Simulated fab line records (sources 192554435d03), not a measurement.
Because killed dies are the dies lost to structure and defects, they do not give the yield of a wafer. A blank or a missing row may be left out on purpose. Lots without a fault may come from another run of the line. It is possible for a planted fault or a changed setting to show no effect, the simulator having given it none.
Chamber matching ; flow n5_finfet ; 4 sister chambers for N5_BEOL_M6_ETCH_62 on rie_diel-04
The step etches SOC in N2/H2, target depth 110 nm, overetch 22 nm, time 165 s. 14 wafers are shown with their chamber, then 7 later ones without.

EACH WAFER AND ITS CHAMBER
wafer;chamber;showerhead_plenum_p_Torr (Torr);throttle_valve_pct (%);oes_product_au (a.u.)
L078.1;1;2.71;17.64;0.80
L078.2;3;2.61;18.05;0.59
L078.6;1;2.71;17.63;0.80
L080.1;3;2.61;18.08;0.59
L080.3;1;2.71;17.63;0.79
L080.5;2;2.44;17.78;0.60
L081.2;1;2.70;17.66;0.76
L081.4;2;2.44;17.80;0.60
L081.6;3;2.60;18.09;0.59
L083.3;2;2.44;17.79;0.59
L083.5;3;2.60;18.08;0.58
L083.6;2;2.44;17.80;0.59
L092.2;2;2.43;17.84;0.58
L092.3;0;2.49;17.96;0.77

SIGNATURES (averages over the wafers above)
reading;chamber 0;chamber 1;chamber 2;chamber 3;scatter within a chamber
showerhead_plenum_p_Torr;2.4900;2.7075;2.4380;2.6050;0.00505
throttle_valve_pct;17.9600;17.6400;17.8020;18.0750;0.0189
oes_product_au;0.7700;0.7875;0.5920;0.5875;0.012
Rule: for each reading, subtract the chamber's mean from the wafer's reading, divide by that reading's scatter and square the result; add these up over the readings and take the root, which gives the wafer's distance from the chamber. The wafer belongs to the nearest chamber; if the next one is less than 2 further off, it can't be placed. How the scatter is found: for the shown wafers, subtract from each reading the mean of its chamber, square and add these, divide the total by (wafers less chambers), then take the root.

WAFERS WITH NO CHAMBER GIVEN
wafer;showerhead_plenum_p_Torr (Torr);throttle_valve_pct (%);oes_product_au (a.u.)
L092.5;2.49;17.96;0.76
L095.3;2.49;17.97;0.76
L095.4;2.48;17.97;0.75
L095.5;2.42;17.86;0.56
L096.3;2.69;17.70;0.72
L096.5;2.42;17.84;0.57
L096.6;2.49;17.97;0.75

CHAMBER TAKEN BY EACH
wafer;from the rows above;in truth
L092.5;0;0
L095.3;0;0
L095.4;0;0
L095.5;2;2
L096.3;1;1
L096.5;2;2
L096.6;0;0
Placed correctly: 7 of 7. Not placeable from these rows: 0. Placed wrongly: 0.
